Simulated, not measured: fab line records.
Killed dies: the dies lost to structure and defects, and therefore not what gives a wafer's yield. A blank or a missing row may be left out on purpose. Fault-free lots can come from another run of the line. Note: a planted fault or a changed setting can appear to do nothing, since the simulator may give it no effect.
Matching of chambers || flow n5-finfet || N5_FIN_SAQP_DESCUM_21 on rie-diel-03 has 4 sister chambers
The step chemistry O2, time 7.9 s. 4 wafers are shown with their chamber, then 12 later ones without.

## WAFERS WITH THEIR CHAMBER
{"wafer": "L084.2", "chamber": 0, "drypump-motor-current-A (A)": 5.7}
{"wafer": "L085.2", "chamber": 1, "drypump-motor-current-A (A)": 5.9}
{"wafer": "L085.4", "chamber": 3, "drypump-motor-current-A (A)": 5.4}
{"wafer": "L085.6", "chamber": 2, "drypump-motor-current-A (A)": 5.1}

## WAFERS WITH NO CHAMBER GIVEN
{"wafer": "L088.2", "drypump-motor-current-A (A)": 5.4}
{"wafer": "L088.3", "drypump-motor-current-A (A)": 5.9}
{"wafer": "L088.5", "drypump-motor-current-A (A)": 5.7}
{"wafer": "L089.3", "drypump-motor-current-A (A)": 5.4}
{"wafer": "L089.5", "drypump-motor-current-A (A)": 5.4}
{"wafer": "L089.6", "drypump-motor-current-A (A)": 5.9}
{"wafer": "L095.1", "drypump-motor-current-A (A)": 5.1}
{"wafer": "L095.2", "drypump-motor-current-A (A)": 5.7}
{"wafer": "L095.3", "drypump-motor-current-A (A)": 5.8}
{"wafer": "L095.4", "drypump-motor-current-A (A)": 5.4}
{"wafer": "L095.5", "drypump-motor-current-A (A)": 5.4}
{"wafer": "L095.6", "drypump-motor-current-A (A)": 5.1}

## WHICH CHAMBER EACH WENT THROUGH
{"wafer": "L088.2", "from the rows above": 3, "in truth": 3}
{"wafer": "L088.3", "from the rows above": 1, "in truth": 1}
{"wafer": "L088.5", "from the rows above": 0, "in truth": 0}
{"wafer": "L089.3", "from the rows above": 3, "in truth": 3}
{"wafer": "L089.5", "from the rows above": 3, "in truth": 3}
{"wafer": "L089.6", "from the rows above": 1, "in truth": 1}
{"wafer": "L095.1", "from the rows above": 2, "in truth": 2}
{"wafer": "L095.2", "from the rows above": 0, "in truth": 0}
{"wafer": "L095.3", "from the rows above": "can't be placed: 0 or 1", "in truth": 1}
{"wafer": "L095.4", "from the rows above": 3, "in truth": 3}
{"wafer": "L095.5", "from the rows above": 3, "in truth": 3}
{"wafer": "L095.6", "from the rows above": 2, "in truth": 2}
Placed correctly: 11 of 12. These rows do not allow placing 1 (true chamber among the candidates in 1). Number placed wrongly: 0.
How it was worked out, from the rows above alone: a wafer's distance from a chamber is the root of the sum, over the readings, of the square of ((its reading less the chamber's mean) divided by the reading's scatter). The wafer belongs to the nearest chamber; if the next one is less than 2 further off, it can't be placed. For every chamber, the mean is computed from those of its wafers that are shown. The scatter (one wafer shown for each chamber): square how far every hidden wafer sits from the nearest shown wafer, average those squares and take the square root.
